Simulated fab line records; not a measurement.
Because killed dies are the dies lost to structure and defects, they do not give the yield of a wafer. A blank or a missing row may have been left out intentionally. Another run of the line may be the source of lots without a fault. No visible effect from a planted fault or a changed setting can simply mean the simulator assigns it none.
Chamber matching -- flow n5 finfet -- rie diel-03 running N5_MOL_CONTACT_COAG_DESCUM_45: 4 sister chambers
The step chemistry O2, time 7 s. 4 wafers are shown with their chamber, then 12 later ones without.

== WAFERS PAIRED WITH THEIR CHAMBERS ==
wafer,chamber,drypump motor current A (A)
L081.5,3,6.0
L087.1,2,5.6
L087.2,1,6.1
L087.3,0,5.5

== WAFERS WITHOUT THEIR CHAMBER ==
wafer,drypump motor current A (A)
L087.4,6.0
L087.5,6.1
L087.6,5.4
L088.2,5.6
L088.4,6.0
L088.5,5.4
L093.2,6.0
L093.3,5.6
L093.4,6.1
L097.2,6.0
L097.4,5.5
L097.5,6.0

== WHICH CHAMBER EACH WENT THROUGH ==
wafer,from the rows above,in truth
L087.4,3,3
L087.5,1,1
L087.6,0,0
L088.2,2,2
L088.4,3,3
L088.5,0,0
L093.2,3,3
L093.3,2,2
L093.4,1,1
L097.2,3,3
L097.4,0,0
L097.5,3,3
Correctly placed: 12 of 12. From these rows, 0 cannot be placed. Number placed wrongly: 0.
How it was worked out, from the rows above alone: a wafer's distance from a chamber is the root of the sum, over the readings, of the square of ((its reading less the chamber's mean) divided by the reading's scatter). The wafer belongs to the nearest chamber; if the next one is less than 2 further off, it can't be placed. The mean given for a chamber averages the wafers shown for that chamber. The scatter: root of mean squared gap, hidden wafer to nearest shown wafer, with one shown wafer a chamber.
